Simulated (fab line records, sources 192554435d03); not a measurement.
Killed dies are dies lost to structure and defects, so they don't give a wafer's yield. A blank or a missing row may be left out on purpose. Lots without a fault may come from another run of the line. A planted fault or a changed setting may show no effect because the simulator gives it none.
Chamber matching | flow n5_finfet | N5_SPACER0_ALD_07 on ald_sin-01: 4 sister chambers
The step deposits SiNx, target thk 2 nm. 14 wafers are shown with their chamber, then 7 later ones without.

WAFERS WITH THEIR CHAMBER
wafer  | chamber | heater_power_w (W)
L939.3 | 2       | 1000
L939.5 | 2       | 952
L939.6 | 1       | 885
L945.1 | 1       | 888
L945.2 | 2       | 945
L945.3 | 3       | 780
L949.1 | 2       | 971
L949.2 | 3       | 728
L949.5 | 3       | 730
L950.4 | 0       | 1022
L950.5 | 3       | 720
L950.6 | 0       | 998
L952.1 | 0       | 979
L952.2 | 3       | 736

SIGNATURES (means of the wafers above)
reading        | chamber 0 | chamber 1 | chamber 2 | chamber 3 | scatter within a chamber
heater_power_w | 999.67    | 886.50    | 967.00    | 738.80    | 22.4
Rule: a wafer's distance from a chamber is the root of the sum, over the readings, of the square of ((its reading less the chamber's mean) divided by the reading's scatter). The wafer belongs to the nearest chamber; if the next one is less than 2 further off, it can't be placed. The scatter: the root of (the sum of the squares of (reading less its chamber's mean) over the shown wafers, divided by (wafers less chambers)).

WAFERS WITHOUT THEIR CHAMBER
wafer  | heater_power_w (W)
L952.3 | 947
L953.1 | 1015
L953.2 | 959
L953.3 | 900
L958.1 | 902
L958.4 | 738
L958.6 | 974

WHICH CHAMBER EACH WENT THROUGH
wafer  | from the rows above          | in truth
L952.3 | can't be placed: 2 or 0 or 1 | 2
L953.1 | can't be placed: 0 or 2      | 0
L953.2 | can't be placed: 2 or 0      | 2
L953.3 | 1                            | 1
L958.1 | 1                            | 1
L958.4 | 3                            | 3
L958.6 | can't be placed: 2 or 0      | 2
Placed correctly: 3 of 7. Can't be placed from these rows: 4 (the true chamber is among the candidates in 4). Placed wrongly: 0.
